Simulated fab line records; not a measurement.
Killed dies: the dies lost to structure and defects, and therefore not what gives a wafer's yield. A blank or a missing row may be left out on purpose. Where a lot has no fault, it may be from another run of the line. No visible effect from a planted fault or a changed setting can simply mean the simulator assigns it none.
fab line records	flow nandHarc
record lots=12	wafers=36	lastDay=33
route steps=1302 shown A_CONTACT@998
lots that met no fault: from a run of the same line without faults
startH: the number of hours between the record's first day and the start of the first shown wafer of the lot	waitH: time in hours since the lot's previous step	" unchanged from the row above	L1.1+2: several wafers, shown together as one row	- no value, or no start given	* or withheld: withheld	< > ~ a bound
route shown NAME@n: NAME is a module with steps in the file, n the number in the route of the first one	usual: mean/standard deviation of fault-free wafers	same: alike in all rows	chamber/n: place in a boat	sites: each site's reading	_std_site: their standard deviation	_edge_site: the outer-site mean with the inner-site mean subtracted	radiusMm: how far each site lies from the wafer's centre	mask NAME#n: copy n	behind: tool/chamber where the wafer was last shaped	hold: reason for holding the lot/hours on hold/outcome of the hold	device: the transistor (n, p or np) that didn't switch	end of line: tests run on the same wafers once the route is complete	for a step that has no rows: nothing shown but its recipe	killed: dies that structure and defects cost at the first sort, which is not the same as the wafer's yield	map: a wafer's dies, x killed, . not, _ none there
set.NAME: the setting as run; set.NAME@STEP: as run at that earlier step	model.NAME: the simulator's own value behind a step, which no gauge read
a sample of lots followed through the steps of the route, with each step as a table and each wafer as a row
services: a tool's chamber out of use, with start hour (startH, from the record's first day; less than 0 if before it), hours out, and reason
## steps
# step NHARC_A_CONTACT_OVL_MEAS_43
# usual overlayXNm=0.0/0.9	overlayYNm=-0.2/0.99
lot.wafer	tool	chamber	startH	waitH	overlayXNm	overlayYNm
L428.2	overlay-02	-	499.14	-	2.1	-1.8
L428.3	"	-	"	"	2.6	-2.7
L428.6	"	-	"	"	1.8	-2.5
L426.1	overlay-02	-	503.83	-	0.9	-1.0
L426.2	"	-	"	"	1.8	-1.0
L426.3	"	-	"	"	1.5	-1.1
L429.4	overlay-01	-	521.95	-	1.3	-1.4
L429.5	"	-	"	"	1.5	-1.3
L429.6	"	-	"	"	1.0	-1.1
L430.3	overlay-02	-	522.10	-	1.4	-1.5
L430.4	"	-	"	"	1.3	-1.7
L430.6	"	-	"	"	0.8	-1.2
L436.1	overlay-02	-	577.47	-	-1.6	-1.0
L436.3	"	-	"	"	-1.0	-0.1
L436.6	"	-	"	"	-0.8	-1.2
L434.2	overlay-01	-	578.42	-	0.8	-0.2
L434.4	"	-	"	"	0.4	-0.2
L434.5	"	-	"	"	0.6	-0.8
L435.1	overlay-02	-	581.89	-	-0.4	0.4
L435.5	"	-	"	"	-1.2	0.8
L435.6	"	-	"	"	-0.9	0.5
L437.3	overlay-02	-	602.78	-	-0.3	-0.3
L437.4	"	-	"	"	-0.6	-0.4
L437.6	"	-	"	"	-0.8	-0.3
L439.1	overlay-01	-	607.89	-	-0.8	1.0
L439.3	"	-	"	"	-0.7	1.4
L439.4	"	-	"	"	-0.6	1.1
L447.2	overlay-01	-	702.60	-	-0.1	1.3
L447.4	"	-	"	"	-0.4	1.2
L447.5	"	-	"	"	-0.6	1.1
L448.4	overlay-01	-	702.76	-	0.1	-0.6
L448.5	"	-	"	"	-0.2	-0.3
L448.6	"	-	"	"	0.8	0.5
L449.2	overlay-01	-	704.15	-	-0.4	1.0
L449.3	"	-	"	"	-0.5	0.7
L449.4	"	-	"	"	-0.5	0.8
# step NHARC_A_CONTACT_ETCH_48
# recipe targetDepthA=390	overEtchFrac=0.3	timeS=65	ionEnergyEv=80	cf4FlowSccm=150	arFlowSccm=0	rfW=300	biasW=100	chemistry=CF4
# usual cf4FlowSccm=150.0/0.4	drypumpMotorCurrentA=5.7/0.5	oesProductAu=0.999/0.011	rfVppV=152.0/1.1	runLengthS=86.3/0.38	showerheadPlenumPTorr=1.83/0.064	throttleValvePct=13.283/0.0095
# same overEtchFrac=0.3
lot.wafer	tool	chamber	startH	waitH	cf4FlowSccm	drypumpMotorCurrentA	oesProductAu	rfHoursCounterH	rfVppV	runLengthS	showerheadPlenumPTorr	throttleValvePct
L428.3	rieDiel-11	1	499.33	0.1	149.7	5.8	0.998	9	153.4	86.3	1.91	13.270
L428.2	"	2	"	"	151.2	5.7	0.994	8	153.6	86.2	1.82	13.285
L428.6	"	0	"	"	150.0	5.5	0.990	-	151.9	86.5	1.81	13.276
L426.2	rieDiel-02	1	504.76	0.8	149.5	6.3	0.979	34	151.3	86.1	1.79	13.288
L426.1	"	2	"	"	149.9	5.7	0.998	28	152.7	85.8	1.79	13.276
L426.3	"	3	"	"	149.8	4.9	1.001	35	149.6	86.2	1.69	13.285
L429.4	rieDiel-11	1	522.14	0.1	150.2	5.8	0.997	13	153.5	86.4	1.90	13.289
L429.5	"	3	"	"	150.0	5.8	1.001	-	152.4	86.0	1.90	13.293
L429.6	"	0	"	"	150.4	5.5	0.991	-	151.3	86.3	1.81	13.281
L430.3	rieDiel-02	0	522.30	0.1	149.9	6.7	1.012	44	152.9	86.4	1.87	13.270
L430.4	"	1	"	"	150.5	6.3	0.985	40	151.1	86.1	1.79	13.296
L430.6	"	3	"	"	150.7	4.9	1.002	-	149.1	86.1	1.69	13.280
L436.1	rieDiel-11	3	577.66	0.1	149.7	5.7	1.008	23	152.9	86.1	1.90	13.288
L436.3	"	1	"	"	150.0	5.8	0.996	22	152.6	86.6	1.90	13.289
L436.6	"	2	"	"	149.3	5.7	0.992	-	152.1	86.4	1.82	13.292
L434.2	rieDiel-09	2	578.71	0.1	149.8	5.0	0.994	29	151.6	86.3	1.90	13.286
L434.5	"	3	"	"	149.7	4.7	1.005	-	151.0	87.0	1.76	13.277
L434.4	"	0	"	"	149.7	6.1	0.992	-	152.0	86.5	1.85	13.274
L435.1	rieDiel-11	2	582.07	0.1	149.6	5.7	1.006	24	150.5	86.2	1.82	13.283
L435.6	"	1	"	"	149.8	5.8	1.002	-	153.6	86.3	1.90	13.284
L435.5	"	2	"	"	149.5	5.7	1.005	-	151.4	86.3	1.82	13.304
L437.4	rieDiel-11	3	602.96	0.1	149.3	5.7	1.012	27	152.4	85.4	1.90	13.306
L437.3	"	1	"	"	150.3	5.7	0.993	26	151.9	86.4	1.90	13.285
L437.6	"	3	"	"	150.0	5.7	1.013	-	152.4	85.9	1.90	13.312
L439.1	rieDiel-02	0	608.07	0.1	149.7	6.7	1.003	6	153.2	86.3	1.86	13.272
L439.4	"	1	"	"	149.9	6.3	0.992	7	151.8	86.3	1.78	13.280
L439.3	"	2	"	"	150.4	5.7	0.992	8	151.9	85.6	1.78	13.281
L447.2	rieDiel-11	2	702.79	0.1	149.9	5.7	0.991	12	152.0	86.5	1.81	13.299
L447.4	"	1	"	"	150.3	5.8	0.994	14	151.2	86.3	1.90	13.262
L447.5	"	2	"	"	150.0	5.7	0.990	-	150.5	86.9	1.81	13.273
L448.4	rieDiel-11	2	703.13	0.2	150.5	5.6	0.999	12	152.1	86.8	1.81	13.296
L448.5	"	0	"	"	149.8	5.5	1.024	-	151.6	86.8	1.80	13.279
L448.6	"	1	"	"	150.3	5.8	1.009	-	152.2	86.3	1.90	13.281
L449.2	rieDiel-09	1	704.33	0.1	150.1	6.2	1.003	9	149.1	86.9	1.73	13.279
L449.4	"	3	"	"	150.6	4.7	1.002	7	150.6	86.1	1.75	13.284
L449.3	"	0	"	"	149.9	6.1	1.019	7	154.3	86.3	1.84	13.294
# step NHARC_A_CONTACT_ETCH_51
# recipe targetDepthA=70000	overEtchFrac=0.3	timeS=1820	ionEnergyEv=150	o2FlowSccm=400	cosFlowSccm=20	arFlowSccm=0	rfW=500	biasW=300	chemistry=O2/COS
# usual drypumpMotorCurrentA=5.7/0.48	oesProductAu=0.997/0.011	rfVppV=315.7/1.7	runLengthS=1841.3/0.38	showerheadPlenumPTorr=3.23/0.11	throttleValvePct=28.331/0.009
# same overEtchFrac=0.3
lot.wafer	tool	chamber	startH	waitH	drypumpMotorCurrentA	oesProductAu	rfHoursCounterH	rfVppV	runLengthS	showerheadPlenumPTorr	throttleValvePct
L428.3	rieDiel-11	1	500.17	-	5.8	1.008	9	318.9	1841.2	3.37	28.331
L428.2	"	2	"	"	5.7	1.005	9	315.3	1841.2	3.22	28.323
L428.6	"	0	"	"	5.5	0.990	-	316.5	1841.1	3.20	28.341
L426.3	rieDiel-02	2	505.43	-	5.7	0.981	29	314.9	1841.1	3.17	28.329
L426.1	"	0	"	"	6.7	1.012	37	316.7	1841.2	3.31	28.341
L426.2	"	1	"	"	6.3	0.986	35	314.1	1841.2	3.17	28.335
L429.4	rieDiel-11	0	522.66	-	5.6	0.990	13	314.9	1841.5	3.20	28.316
L429.5	"	0	"	"	5.5	0.986	-	315.0	1841.5	3.20	28.321
L429.6	"	1	"	"	5.8	0.995	-	316.3	1841.2	3.37	28.315
L430.3	rieDiel-02	2	522.92	-	5.7	0.990	35	315.0	1840.8	3.16	28.343
L430.4	"	0	"	"	6.7	1.001	45	316.6	1841.0	3.30	28.340
L430.6	"	3	"	"	4.9	0.989	-	312.1	1841.3	2.97	28.335
L436.1	rieDiel-11	3	578.31	-	5.8	1.000	23	318.9	1840.8	3.36	28.336
L436.3	"	1	"	"	5.8	0.997	23	318.3	1841.6	3.36	28.323
L436.6	"	2	"	"	5.7	0.990	-	316.5	1841.2	3.21	28.334
L434.2	rieDiel-09	0	580.08	-	6.2	0.992	30	317.1	1841.3	3.27	28.335
L434.4	"	3	"	"	4.7	1.017	-	313.1	1841.4	3.10	28.330
L434.5	"	0	"	"	6.2	0.985	-	316.2	1841.3	3.27	28.337
L435.1	rieDiel-11	0	582.85	-	5.5	0.989	23	314.0	1841.6	3.19	28.325
L435.5	"	2	"	"	5.7	1.002	-	315.2	1841.8	3.21	28.314
L435.6	"	3	"	"	5.8	1.004	-	317.2	1840.9	3.36	28.337
L437.3	rieDiel-11	0	603.48	-	5.5	0.980	25	315.1	1841.7	3.19	28.335
L437.4	"	1	"	"	5.8	0.981	26	318.0	1841.1	3.36	28.323
L437.6	"	1	"	"	5.7	0.988	-	317.8	1841.6	3.36	28.331
L439.4	rieDiel-02	2	608.61	-	5.7	0.989	8	313.9	1840.7	3.15	28.343
L439.3	"	0	"	"	6.7	0.991	6	318.7	1841.3	3.29	28.333
L439.1	"	1	"	"	6.3	0.990	8	315.6	1840.9	3.15	28.321
L447.4	rieDiel-11	2	703.63	-	5.7	0.978	13	314.7	1683.3	3.20	28.339
L447.2	"	3	"	"	5.7	1.016	15	317.6	1682.7	3.35	28.335
L447.5	"	1	"	"	5.8	0.983	-	315.5	1683.8	3.35	28.323
L448.4	rieDiel-11	1	704.62	-	5.8	0.988	15	317.6	1683.6	3.35	28.334
L448.5	"	3	"	"	5.7	1.014	-	317.8	1682.5	3.35	28.321
L448.6	"	0	"	"	5.5	1.018	-	313.7	1683.2	3.18	28.331
L449.4	rieDiel-09	1	704.99	-	6.2	1.007	10	314.3	1841.8	3.05	28.333
L449.2	"	2	"	"	5.0	0.994	9	316.9	1841.3	3.33	28.324
L449.3	"	3	"	"	4.7	1.001	7	312.9	1841.3	3.08	28.346
# step NHARC_A_CONTACT_ETCH_118
# recipe sourceW=withheld	pressureMtorr=20	biasV=3000	timeS=190	targetDepthA=18500	arFlowSccm=withheld	c4f8FlowSccm=withheld	o2FlowSccm=withheld	chemistry=C4F8/O2/Ar
# usual runLengthS=190/0
lot.wafer	tool	chamber	startH	waitH	rfHoursCounterH	runLengthS
L428.2	harCapEtch-02	1	502.48	0.1	87	190
L428.3	"	1	"	"	-	190
L428.6	"	0	"	"	-	190
L426.1	harCapEtch-03	0	507.86	0.1	41	190
L426.2	"	1	"	"	41	190
L426.3	"	1	"	"	-	190
L429.4	harCapEtch-01	1	525.15	0.1	-	190
L429.5	"	1	"	"	-	190
L429.6	"	0	"	"	-	190
L430.4	harCapEtch-03	0	525.43	0.1	-	190
L430.3	"	1	"	"	-	190
L430.6	"	0	"	"	-	190
L436.1	harCapEtch-02	1	580.87	0.2	104	190
L436.3	"	1	"	"	-	190
L436.6	"	1	"	"	-	190
L434.2	harCapEtch-03	0	582.64	0.1	56	190
L434.4	"	1	"	"	-	190
L434.5	"	1	"	"	-	190
L435.1	harCapEtch-02	0	585.02	0.1	106	190
L435.5	"	0	"	"	-	190
L435.6	"	1	"	"	-	190
L437.4	harCapEtch-01	0	606.40	0.2	-	190
L437.3	"	1	"	"	-	190
L437.6	"	0	"	"	-	190
L439.1	harCapEtch-02	0	611.07	0.1	112	190
L439.3	"	1	"	"	-	190
L439.4	"	0	"	"	-	190
L447.2	harCapEtch-02	0	705.93	0.1	129	190
L447.4	"	0	"	"	-	190
L447.5	"	0	"	"	-	190
L448.4	harCapEtch-03	1	706.86	0.1	-	190
L448.5	"	1	"	"	-	190
L448.6	"	0	"	"	-	190
L449.2	harCapEtch-01	0	708.26	0.1	35	190
L449.3	"	1	"	"	-	190
L449.4	"	0	"	"	-	190
## services
tool	chamber	startH	hours	kind
harCapEtch-03	-	476.02	2.0	repair
rieDiel-11	0	490.53	-	clean
rieDiel-11	1	490.53	-	clean
rieDiel-11	2	490.53	-	clean
rieDiel-11	3	490.53	-	clean
harCapEtch-01	-	497.00	17.0	pm
rieDiel-09	-	497.17	9.0	pm
rieDiel-11	0	515.03	-	clean
rieDiel-11	1	515.03	-	clean
rieDiel-11	2	515.03	-	clean
rieDiel-11	3	515.03	-	clean
rieDiel-11	0	539.53	-	clean
rieDiel-11	1	539.53	-	clean
rieDiel-11	2	539.53	-	clean
rieDiel-11	3	539.53	-	clean
rieDiel-09	1	539.60	45.0	repair
harCapEtch-01	-	558.80	24.6	repair
rieDiel-11	0	564.03	-	clean
rieDiel-11	0	568.61	6.3	repair
rieDiel-02	-	570.88	9.0	pm
rieDiel-09	0	589.90	6.2	repair
rieDiel-11	-	609.53	9.0	pm
rieDiel-11	0	659.83	12.7	repair
rieDiel-09	-	674.17	9.0	pm
## key
firstSign step=NHARC_A_CONTACT_ETCH_51	reading=runLengthS	direction=down	sigmas=99+	usual=*	struck=*
effect none on later readings
metAt NHARC_A_CONTACT_ETCH_51
struckLots L447,L448
testerLeftOut L447,L448
notActingAt NHARC_A_CONTACT_OVL_MEAS_43,NHARC_A_CONTACT_ETCH_48,NHARC_A_CONTACT_ETCH_118
onsetBetween 603.48 703.63
fault kind=processParameterDrift	tool=rieDiel-11	chamber=-	onsetH=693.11	steps=NHARC_A_CONTACT_ETCH_51	channel=timeS	offset=*	shape=step	endH=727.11	actsIn=*	stated=*
# testerLeftOut: of these lots the tester's yield and bins aren't shown, on N5 and GAA mostly nor the transistor test; their killed dies are dies lost to structure and defects alone, not to doping, threshold or leakage, so they don't give the yield
